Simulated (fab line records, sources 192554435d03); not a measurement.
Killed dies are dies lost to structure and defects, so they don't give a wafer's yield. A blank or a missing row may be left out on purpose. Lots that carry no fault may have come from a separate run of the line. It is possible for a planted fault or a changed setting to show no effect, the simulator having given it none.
fab line records	flow n5Finfet
record: lots: 6	wafers: 17	lastDay: 17
route steps=1938 shown BEOL_M3@965 BEOL_M4@1111
lots untouched by any fault: they come from a run of this same line in which no faults occurred
startH: hours from the record's opening day to when the first of the lot's shown wafers began	waitH: hours since the lot's step before	" the same as in the row above	L1.1+2: several wafers, shown together as one row	- value missing, or start not given	* or withheld: withheld	< > ~ a bound
route shown NAME@n: NAME is a module with steps in the file, n the number in the route of the first one	usual: the fault-free wafers' mean and standard deviation	same: alike in all rows	chamber/n: place in a boat	sites: the reading at each site	_std_site: their standard deviation	_edge_site: mean of outer sites minus mean of inner sites	radiusMm: how far each site lies from the wafer's centre	mask NAME#n: copy n	behind: the tool/chamber that last shaped the wafer	hold: cause of the lot's hold/its duration in hours/its outcome	device: whichever transistor did not switch (one of n, p or np)	end of line: tests run on the same wafers once the route is complete	step lacking rows: just its recipe	killed: dies that structure and defects cost at the first sort, which is not the same as the wafer's yield	map: the dies of a wafer, with x for killed, . for not killed, _ for no die there
set.NAME: the run value of the setting; set.NAME@STEP: its run value at that earlier step	model.NAME: the simulator's own value behind a step, which no gauge read
certain route steps with their lots: each step a table, each wafer a row
services: the hour from which a tool's chamber was out of use, counted from the record's first day as startH (under 0 if before that day), plus the number of hours and why
== steps ==
step: N5_BEOL_M3_DEVELOP_27
recipe: developTimeS: 30	developer: TMAH	resist: CAR-EUV	rinseLiquid: surfactantRinse	dry: airSpin	devTempC: 23
step: N5_BEOL_M3_CD_MEAS_28
recipe: targetCdNm: 25.7	landingEnergyEv: 500	detector: seInlens	targetCdYNm: 23.3	polarity: opening
usual: cdNm: 25.74/0.24
lot.wafer	tool	chamber	startH	waitH	cdNm
L741.1	cdSem-02	0	148.35	-	25.88
L741.4	"	0	"	"	26.15
L741.5	"	0	"	"	25.57
L742.2	cdSem-02	0	149.22	-	25.60
L742.4	"	0	"	"	25.33
L742.6	"	0	"	"	25.72
L751.5	cdSem-03	0	214.99	-	26.02
L751.6	"	0	"	"	25.91
L758.2	cdSem-03	0	246.95	-	25.39
L758.4	"	0	"	"	25.78
L758.6	"	0	"	"	25.39
L760.2	cdSem-01	0	268.23	-	26.18
L760.3	"	0	"	"	25.98
L760.6	"	0	"	"	25.91
L761.2	cdSem-03	0	275.40	-	25.79
L761.3	"	0	"	"	26.04
L761.4	"	0	"	"	26.02
step: N5_BEOL_M3_OVL_MEAS_29
recipe: pointsPerWafer: 522
usual: V2_OVL: 0.0/0.58
lot.wafer	tool	chamber	startH	waitH	V2_OVL[nm]
L741.1	overlay-02	0	148.38	0.0	-0.8
L741.4	"	0	"	"	-1.1
L741.5	"	0	"	"	-0.6
L742.2	overlay-01	0	149.25	0.0	-0.9
L742.4	"	0	"	"	-0.7
L742.6	"	0	"	"	-1.0
L751.5	overlay-02	0	215.04	0.0	0.4
L751.6	"	0	"	"	1.2
L758.2	overlay-01	0	246.98	0.0	-1.0
L758.4	"	0	"	"	-0.5
L758.6	"	0	"	"	0.1
L760.2	overlay-02	0	268.26	0.0	0.8
L760.3	"	0	"	"	0.0
L760.6	"	0	"	"	0.5
L761.2	overlay-02	0	275.43	0.0	-1.4
L761.3	"	0	"	"	0.5
L761.4	"	0	"	"	-0.3
step: N5_BEOL_M3_INSPECT_30
recipe: mode: adi	inspectInstrument: brightfield
usual: rawDefectCount: 432/110
lot.wafer	tool	chamber	startH	waitH	rawDefectCount
L741.1	defectInspect-02	-	148.44	0.1	472
L741.4	"	-	"	"	669
L741.5	"	-	"	"	451
L742.2	defectInspect-02	-	149.31	0.0	596
L742.4	"	-	"	"	419
L742.6	"	-	"	"	544
L751.5	defectInspect-01	-	215.08	0.0	301
L751.6	"	-	"	"	428
L758.2	defectInspect-01	-	247.03	0.0	354
L758.4	"	-	"	"	309
L758.6	"	-	"	"	330
L760.2	defectInspect-01	-	268.32	0.0	279
L760.3	"	-	"	"	340
L760.6	"	-	"	"	352
L761.2	defectInspect-01	-	275.49	0.0	633
L761.3	"	-	"	"	457
L761.4	"	-	"	"	410
step: N5_BEOL_M3_DESCUM_33
recipe: chemistry: O2	timeS: 7	sourcePowerW: 50	biasPowerW: 20	pressureMtorr: 20	rfFrequencyHz: 2.712e+07	tempC: 40	resist: CAR-EUV	o2FlowSccm: 225
usual: drypumpMotorCurrentA: 5.6/0.46	oesProductAu: 0.77/0.08	rfVppV: 243.4/1.7	showerheadPlenumPTorr: 2.11/0.091	throttleValvePct: 20.48/0.24
lot.wafer	tool	chamber	startH	waitH	drypumpMotorCurrentA	oesProductAu	rfHoursCounterH	rfVppV	showerheadPlenumPTorr	throttleValvePct
L741.1	rieDiel-06	1	150.25	1.8	5.5	0.79	117	239.8	1.92	20.12
L741.4	"	3	"	"	6.2	0.73	220	242.8	2.08	20.70
L741.5	"	3	"	"	6.2	0.72	-	244.4	2.08	20.70
L742.2	rieDiel-04	2	151.16	1.9	5.9	0.87	45	243.0	2.15	20.36
L742.4	"	0	"	"	5.3	0.77	158	243.7	2.19	20.56
L742.6	"	1	"	"	5.5	0.71	-	244.7	2.15	20.80
L751.5	rieDiel-04	3	215.12	0.0	6.0	0.69	-	243.9	2.14	20.45
L751.6	"	2	"	"	5.9	0.84	-	242.6	2.14	20.40
L758.2	rieDiel-06	1	247.07	0.0	5.5	0.76	147	240.9	1.91	20.17
L758.4	"	0	"	"	5.6	0.72	-	243.9	2.16	20.65
L758.6	"	1	"	"	5.5	0.75	-	240.2	1.91	20.17
L760.2	rieDiel-01	1	268.35	0.0	6.4	0.74	189	245.1	2.09	20.72
L760.3	"	0	"	"	6.2	0.69	220	242.5	1.98	20.82
L760.6	"	1	"	"	6.4	0.74	-	242.5	2.09	20.70
L761.2	rieDiel-06	2	275.52	0.0	4.8	0.88	41	246.1	2.21	20.20
L761.3	"	1	"	"	5.5	0.75	155	240.3	1.90	20.17
L761.4	"	0	"	"	5.6	0.71	221	244.6	2.15	20.69
step: N5_BEOL_M3_ETCH_77
recipe: chemistry: N2/H2	target: underlayer	targetDepthA: 65	maskMaterial: CAR-EUV	timeS: 5.2	ionEnergyEv: 200	pressureMtorr: 30	sourceW: 840	biasW: 150	n2FlowSccm: 200	h2FlowSccm: 200	ends: cleared
step: N5_BEOL_M3_ETCH_69
recipe: chemistry: CF4	target: SiARC	targetDepthA: 156	maskMaterial: CAR-EUV	timeS: 26	ionEnergyEv: 80	pressureMtorr: 40	sourceW: 545	biasW: 36	Ar_flow_sccm: 100	cf4FlowSccm: 100	ends: cleared
usual: drypumpMotorCurrentA: 5.6/0.46	etchRfOnTimeS: 26.0/0.57	oesProductAu: 0.66/0.071	rfVppV: 184.4/1.5	showerheadPlenumPTorr: 2.16/0.086	throttleValvePct: 15.69/0.22
lot.wafer	tool	chamber	startH	waitH	drypumpMotorCurrentA	etchRfOnTimeS	oesProductAu	rfHoursCounterH	rfVppV	showerheadPlenumPTorr	throttleValvePct
L741.1	rieDiel-06	1	150.31	0.0	5.5	25.9	0.68	117	180.9	1.99	15.46
L741.4	"	3	"	"	6.1	25.5	0.63	220	184.4	2.11	15.74
L741.5	"	3	"	"	6.1	25.3	0.63	-	184.0	2.11	15.73
L742.2	rieDiel-04	2	151.21	0.0	5.9	26.7	0.72	45	184.2	2.18	15.44
L742.4	"	0	"	"	5.3	26.6	0.65	158	184.6	2.22	15.66
L742.6	"	1	"	"	5.5	25.8	0.62	-	183.7	2.20	16.01
L751.5	rieDiel-04	3	215.19	0.0	6.0	25.9	0.59	-	184.9	2.21	15.79
L751.6	"	2	"	"	5.9	26.2	0.71	-	184.3	2.17	15.48
L758.2	rieDiel-06	1	247.12	0.0	5.5	26.0	0.64	147	181.7	1.98	15.50
L758.4	"	0	"	"	5.6	26.4	0.61	-	184.2	2.20	15.85
L758.6	"	1	"	"	5.6	25.6	0.65	-	181.0	1.98	15.53
L760.2	rieDiel-01	1	268.40	0.0	6.4	25.9	0.64	189	182.7	2.13	15.85
L760.3	"	0	"	"	6.2	26.7	0.58	220	182.9	2.04	16.04
L760.6	"	1	"	"	6.4	26.0	0.63	-	184.8	2.13	15.83
L761.2	rieDiel-06	2	275.57	0.0	4.8	25.2	0.75	41	184.8	2.27	15.48
L761.3	"	1	"	"	5.5	25.7	0.64	155	182.5	1.98	15.54
L761.4	"	0	"	"	5.6	26.6	0.60	221	186.1	2.19	15.88
step: N5_BEOL_M3_ALD_98
recipe: material: SiO2	targetThkA: 25	tempC: 100	aldPrecursorFamily: BDEAS	aldCoReactant: O2-plasma	pulseTimeS: 1	coReactantPulseTimeS: 1	purgeTimeS: 2	coReactantPurgeTimeS: 2	aldCycles: 17	pressureTorr: 2
usual: heaterPowerW: 77/8	precursorPulseHeightRel: 1.000/0.022
lot.wafer	tool	chamber	startH	waitH	heaterPowerW	precursorPulseHeightRel
L741.1	aldSin-02	1	150.76	0.4	65	1.021
L741.4	"	0	"	"	88	1.000
L741.5	"	0	"	"	86	1.020
L742.2	aldSin-03	0	151.42	0.2	78	1.053
L742.4	"	3	"	"	73	0.991
L742.6	"	1	"	"	86	0.995
L751.5	aldSin-04	3	215.51	0.3	82	0.957
L751.6	"	0	"	"	81	1.013
L758.2	aldSin-04	2	247.41	0.3	71	0.997
L758.4	"	3	"	"	83	0.949
L758.6	"	0	"	"	80	1.016
L760.2	aldSin-03	3	268.48	0.1	79	0.998
L760.3	"	2	"	"	81	0.977
L760.6	"	3	"	"	76	1.005
L761.2	aldSin-02	3	276.52	0.9	69	0.988
L761.3	"	0	"	"	86	0.991
L761.4	"	2	"	"	66	1.006
step: N5_BEOL_M3_ETCHBACK_99
recipe: chemistry: CHF3	target: SiO2	targetDepthA: 50	timeS: 10.4	sourceW: 215	biasW: 47	Ar_flow_sccm: 200	CHF3_flow_sccm: 12	ionEnergyEv: 100	pressureMtorr: 30
usual: drypumpMotorCurrentA: 5.7/0.5	oes_f_703_au: 0.77/0.084	oesProductAu: 0.77/0.078	rfVppV: 241/3.2	showerheadPlenumPTorr: 2.16/0.094	throttleValvePct: 17.12/0.21
lot.wafer	tool	chamber	startH	waitH	drypumpMotorCurrentA	oes_f_703_au	oesProductAu	rfHoursCounterH	rfVppV	showerheadPlenumPTorr	throttleValvePct
L741.1	rieDiel-04	0	156.52	5.7	5.3	0.76	0.76	161	247	2.25	17.19
L741.4	"	1	"	"	5.5	0.73	0.71	214	244	2.21	17.43
L741.5	"	3	"	"	6.0	0.69	0.71	-	240	2.21	17.11
L742.2	rieDiel-06	2	159.78	8.3	4.8	0.99	0.96	5	240	2.29	16.83
L742.4	"	0	"	"	5.6	0.72	0.73	185	240	2.22	17.26
L742.6	"	1	"	"	5.5	0.77	0.78	-	244	1.98	16.88
L751.5	rieDiel-06	2	215.60	0.0	4.8	0.93	0.90	-	243	2.28	16.86
L751.6	"	1	"	"	5.6	0.75	0.77	-	243	1.98	16.89
L758.2	rieDiel-06	1	247.72	0.3	5.5	0.75	0.76	148	244	1.98	16.91
L758.4	"	1	"	"	5.6	0.75	0.75	-	244	1.98	16.90
L758.6	"	0	"	"	5.6	0.69	0.71	-	240	2.21	17.30
L760.2	rieDiel-04	0	274.20	5.7	5.3	0.74	0.73	204	246	2.23	17.26
L760.3	"	2	"	"	5.9	0.81	0.81	82	234	2.17	16.91
L760.6	"	3	"	"	6.0	0.96	0.96	-	240	2.20	16.67
L761.2	rieDiel-01	1	279.15	2.6	6.4	0.74	0.74	194	241	2.12	17.21
L761.3	"	2	"	"	5.1	0.73	0.75	165	241	2.26	17.32
L761.4	"	2	"	"	5.1	0.73	0.75	-	241	2.26	17.31
step: N5_BEOL_M3_ETCH_70
recipe: chemistry: N2/H2	target: SOC	targetDepthA: 800	overetchA: 160	maskMaterial: SiARC	tempC: 40	timeS: 120	ionEnergyEv: 200	pressureMtorr: 30	sourceW: 840	biasW: 150	n2FlowSccm: 200	h2FlowSccm: 200
usual: drypumpMotorCurrentA: 5.7/0.5	oesProductAu: 0.59/0.057	rfVppV: 524/3	runLengthS: 143.3/0.54	showerheadPlenumPTorr: 2.55/0.11	throttleValvePct: 17.87/0.23
lot.wafer	tool	chamber	startH	waitH	drypumpMotorCurrentA	oesProductAu	rfHoursCounterH	rfVppV	runLengthS	showerheadPlenumPTorr	throttleValvePct
L741.1	rieDiel-04	0	156.56	0.0	5.4	0.59	161	526	143.3	2.63	17.76
L741.4	"	1	"	"	5.5	0.55	214	528	143.3	2.63	18.43
L741.5	"	3	"	"	6.0	0.54	-	526	143.4	2.61	17.81
L742.2	rieDiel-06	2	159.81	0.0	4.8	0.73	5	529	144.3	2.72	17.57
L742.4	"	0	"	"	5.6	0.57	185	526	143.2	2.63	17.99
L742.6	"	1	"	"	5.6	0.60	-	517	143.5	2.37	17.83
L751.5	rieDiel-06	2	215.66	0.0	4.8	0.69	-	529	143.7	2.71	17.62
L751.6	"	1	"	"	5.5	0.59	-	518	143.2	2.37	17.83
L758.2	rieDiel-06	1	247.75	0.0	5.6	0.57	148	517	143.2	2.36	17.84
L758.4	"	1	"	"	5.6	0.58	-	520	143.3	2.36	17.87
L758.6	"	0	"	"	5.6	0.55	-	526	143.3	2.61	18.04
L760.2	rieDiel-04	0	274.24	0.0	5.3	0.56	204	525	143.3	2.61	17.86
L760.3	"	2	"	"	5.9	0.62	82	523	143.7	2.55	17.55
L760.6	"	3	"	"	6.0	0.74	-	525	143.5	2.60	17.37
L761.2	rieDiel-01	1	279.19	0.0	6.4	0.56	194	523	142.4	2.53	18.09
L761.3	"	2	"	"	5.1	0.57	165	526	143.5	2.63	17.84
L761.4	"	2	"	"	5.1	0.58	-	527	143.7	2.63	17.83
step: N5_BEOL_M3_STRIP_71
recipe: chemistry: N2/H2	tempC: 40	n2FlowSccm: 200	h2FlowSccm: 200	rfFrequencyHz: 6e+07
step: N5_BEOL_M3_STRIP_78
recipe: chemistry: N2/H2	tempC: 40	n2FlowSccm: 200	h2FlowSccm: 200	rfFrequencyHz: 6e+07
step: N5_BEOL_M3_VIA_ETCH_34
recipe: chemistry: C4F6/O2	targetDepthA: 694	maskMaterial: SOC	pressureMtorr: 15	ionEnergyEv: 250	taperDeg: 4	timeS: 65.9	sourceW: 350	biasW: 170	Ar_flow_sccm: 300	C4F6_flow_sccm: 10	O2_flow_sccm: 10
usual: drypumpMotorCurrentA: 5.7/0.5	oes_f_703_au: 0.77/0.086	oesProductAu: 0.77/0.079	rfVppV: 667/8.5	runLengthS: 89.2/0.55	showerheadPlenumPTorr: 2.85/0.12	throttleValvePct: 30.80/0.24
lot.wafer	tool	chamber	startH	waitH	drypumpMotorCurrentA	oes_f_703_au	oesProductAu	rfHoursCounterH	rfVppV	runLengthS	showerheadPlenumPTorr	throttleValvePct	model.etch.depthNm	model.SOC_of_BEOL_M3_COAT_67.thkNm
L741.1	rieDiel-04	0	156.66	0.0	5.3	0.76	0.77	161	685	89.4	2.96	30.94	69.18	52
L741.4	"	1	"	"	5.5	0.74	0.71	214	679	89.7	2.91	31.07	69.82	52
L741.5	"	3	"	"	6.0	0.69	0.70	-	663	89.0	2.92	30.81	68.77	52
L742.2	rieDiel-06	2	159.91	0.0	4.8	0.97	0.96	5	667	89.9	3.01	30.52	70.64	52
L742.4	"	0	"	"	5.6	0.72	0.73	185	662	89.6	2.93	30.80	69.26	52.2
L742.6	"	1	"	"	5.5	0.77	0.78	-	673	89.1	2.63	30.51	70.12	52.2
L751.5	rieDiel-06	2	215.74	0.0	4.8	0.92	0.91	-	664	95.0	3.01	30.55	76.14	51.4
L751.6	"	1	"	"	5.5	0.76	0.76	-	673	89.4	2.62	30.51	69.46	52
L758.2	rieDiel-06	1	247.85	0.0	5.5	0.74	0.75	148	672	94.7	2.62	30.55	75.32	51.4
L758.4	"	1	"	"	5.5	0.75	0.76	-	672	89.0	2.62	30.54	69.81	52
L758.6	"	0	"	"	5.6	0.70	0.71	-	660	89.2	2.92	30.84	68.53	52.2
L760.2	rieDiel-04	0	274.34	0.0	5.3	0.73	0.73	204	682	89.4	2.94	31.01	69.37	52
L760.3	"	2	"	"	5.9	0.82	0.81	82	649	89.6	2.86	30.50	68.23	52
L760.6	"	3	"	"	6.0	0.95	0.96	-	664	89.0	2.91	30.26	69.45	52
L761.2	rieDiel-01	1	279.29	0.0	6.4	0.74	0.73	194	669	88.9	2.81	30.75	68.7	51.6
L761.3	"	2	"	"	5.1	0.72	0.74	165	664	89.1	2.98	31.17	67.41	51.8
L761.4	"	2	"	"	5.1	0.73	0.75	-	665	89.4	2.98	31.18	68.12	51.8
step: N5_BEOL_M3_STRIP_83
recipe: chemistry: C4F6/O2	resist: SiARC	rfFrequencyHz: 6e+07
step: N5_BEOL_M4_RC_MEAS_101
usual: DIBL_N: 35.9/1.8	DIBL_P: 36.2/2	IOFF_N: 0.16/0.031	IOFF_P: 0.22/0.041	ION_N: 676/11	ION_P: 465/8.5	SS_N: 71.4/0.64	SS_P: 73.2/0.7	VT_N: 250/3.5	VT_P: -250/3.9
lot.wafer	tool	chamber	startH	waitH	DIBL_N[mV/V]	DIBL_P[mV/V]	IOFF_N[nA/um]	IOFF_P[nA/um]	ION_N[uA/um]	ION_P[uA/um]	SS_N[mV/dec]	SS_P[mV/dec]	VT_N[mV]	VT_P[mV]
L741.1	prober-01	0	172.22	0.0	35.4	35.9	0.14	0.25	669	477	70.5	73.0	251	-246
L741.4	"	0	"	"	36.6	36.7	0.15	0.26	669	465	71.9	73.6	253	-244
L741.5	"	0	"	"	35.0	35.0	0.14	0.22	675	472	71.6	72.5	253	-243
L742.2	prober-02	0	172.51	0.2	35.8	37.0	0.15	0.20	674	457	71.0	73.6	250	-251
L742.4	"	0	"	"	35.8	37.4	0.16	0.22	690	477	71.3	72.8	251	-252
L742.6	"	0	"	"	37.2	39.3	0.17	0.23	669	463	72.1	73.7	250	-249
L751.5	prober-01	0	238.92	0.6	37.9	38.7	0.17	0.24	683	469	71.5	73.7	247	-252
L751.6	"	0	"	"	37.4	37.7	0.16	0.22	686	466	72.1	73.1	248	-247
L758.2	prober-01	0	270.01	0.2	36.4	36.7	0.18	0.20	678	456	71.6	73.3	245	-249
L758.4	"	0	"	"	38.6	39.7	0.24	0.25	682	462	72.3	74.4	242	-249
L758.6	"	0	"	"	35.2	35.2	0.16	0.18	674	457	71.1	73.5	247	-254
L760.2	prober-01	0	290.82	0.2	35.4	36.4	0.14	0.21	672	464	72.2	72.8	253	-250
L760.3	"	0	"	"	37.2	38.7	0.18	0.26	674	469	72.0	74.0	250	-249
L760.6	"	0	"	"	37.8	38.9	0.17	0.27	671	467	71.5	73.6	250	-249
L761.2	prober-01	0	292.66	0.2	38.8	38.5	0.21	0.29	686	469	72.1	73.8	245	-246
L761.3	"	0	"	"	38.7	39.1	0.20	0.29	689	475	71.7	73.7	247	-246
L761.4	"	0	"	"	35.1	34.3	0.13	0.20	675	471	71.2	72.9	253	-250
== services ==
tool	chamber	startH	hours	kind
rieDiel-06	2	130.38	-	clean
rieDiel-06	2	130.38	-	consumableReplace:focusRing
rieDiel-06	2	130.38	-	consumableReplace:showerhead
rieDiel-06	2	130.38	17.2	scheduledDown
rieDiel-06	2	130.38	17.2	ventCycle
rieDiel-01	-	142.97	28.1	pm
rieDiel-06	-	151.78	0.2	repair
aldSin-03	-	178.17	14.0	pm
aldSin-04	1	178.87	152.3	repair
aldSin-03	3	217.11	7.0	repair
rieDiel-06	3	242.81	-	clean
rieDiel-06	3	242.81	-	consumableReplace:focusRing
rieDiel-06	3	242.81	17.0	scheduledDown
rieDiel-06	3	242.81	17.0	ventCycle
rieDiel-01	2	244.51	16.5	repair
aldSin-04	-	250.48	0.3	repair
rieDiel-04	3	251.21	-	clean
rieDiel-04	3	251.21	-	consumableReplace:focusRing
rieDiel-04	3	251.21	22.0	scheduledDown
rieDiel-04	3	251.21	22.0	ventCycle
aldSin-04	-	268.61	14.0	pm
rieDiel-04	1	273.24	-	clean
rieDiel-04	1	273.24	-	consumableReplace:focusRing
rieDiel-04	1	273.24	28.3	scheduledDown
== key ==
firstSign: step: N5_BEOL_M3_VIA_ETCH_34	reading: runLengthS	direction: up	sigmas: 10	usual: *	struck: *
effect none on later readings
modelEffect: step: N5_BEOL_M3_VIA_ETCH_34	value: etch.depthNm	without: 70.05	struck: 75.73
metAt N5_BEOL_M3_VIA_ETCH_34
struckWafers L751.5,L758.2
onsetBetween 159.91 215.74
fault: kind: processParameterDrift	tool: rieDiel-06	chamber: -	onsetH: 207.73	steps: N5_BEOL_M3_VIA_ETCH_34	channel: timeS	offset: *	shape: step	endH: 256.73	scope: struckWafersOnly	actsIn: *	stated: *
